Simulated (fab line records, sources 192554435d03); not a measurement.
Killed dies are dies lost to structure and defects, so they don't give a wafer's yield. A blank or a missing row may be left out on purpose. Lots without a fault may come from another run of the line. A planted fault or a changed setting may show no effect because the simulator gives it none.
Chamber matching | flow n5_finfet | N5_BEOL_M5_ILD_DEP_00 on pecvd-04: 3 sister chambers
The step deposits SiCOH lowk from DEMS/porogen, target thk 140.64 nm, time 25.9 s. 6 wafers are shown with their chamber, then 8 later ones without.

WAFERS WITH THEIR CHAMBER
wafer  | chamber | showerhead_plenum_p_Torr (Torr) | rf_fwd_power_W (W)
L079.4 | 0       | 5.712                           | 493.1
L081.4 | 0       | 5.695                           | 492.1
L090.1 | 1       | 5.723                           | 493.6
L090.2 | 2       | 5.728                           | 494.9
L090.4 | 2       | 5.724                           | 495.6
L091.2 | 1       | 5.724                           | 491.4

WAFERS WITHOUT THEIR CHAMBER
wafer  | showerhead_plenum_p_Torr (Torr) | rf_fwd_power_W (W)
L091.4 | 5.728                           | 494.8
L091.5 | 5.698                           | 494.5
L093.1 | 5.737                           | 495.4
L093.2 | 5.688                           | 495.1
L093.4 | 5.732                           | 494.5
L096.2 | 5.750                           | 494.8
L096.3 | 5.707                           | 492.9
L096.5 | 5.752                           | 494.7

WHICH CHAMBER EACH WENT THROUGH
wafer  | from the rows above     | in truth
L091.4 | can't be placed: 2 or 1 | 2
L091.5 | can't be placed: 0 or 2 | 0
L093.1 | can't be placed: 2 or 1 | 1
L093.2 | 0                       | 0
L093.4 | can't be placed: 2 or 1 | 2
L096.2 | can't be placed: 2 or 1 | 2
L096.3 | can't be placed: 0 or 1 | 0
L096.5 | can't be placed: 2 or 1 | 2
Placed correctly: 1 of 8. Can't be placed from these rows: 7 (the true chamber is among the candidates in 7). Placed wrongly: 0.
How it was worked out, from the rows above alone: a wafer's distance from a chamber is the root of the sum, over the readings, of the square of ((its reading less the chamber's mean) divided by the reading's scatter). The wafer belongs to the nearest chamber; if the next one is less than 2 further off, it can't be placed. A chamber's mean is the mean of its shown wafers. The scatter: the root of (the sum of the squares of (reading less its chamber's mean) over the shown wafers, divided by (wafers less chambers)).
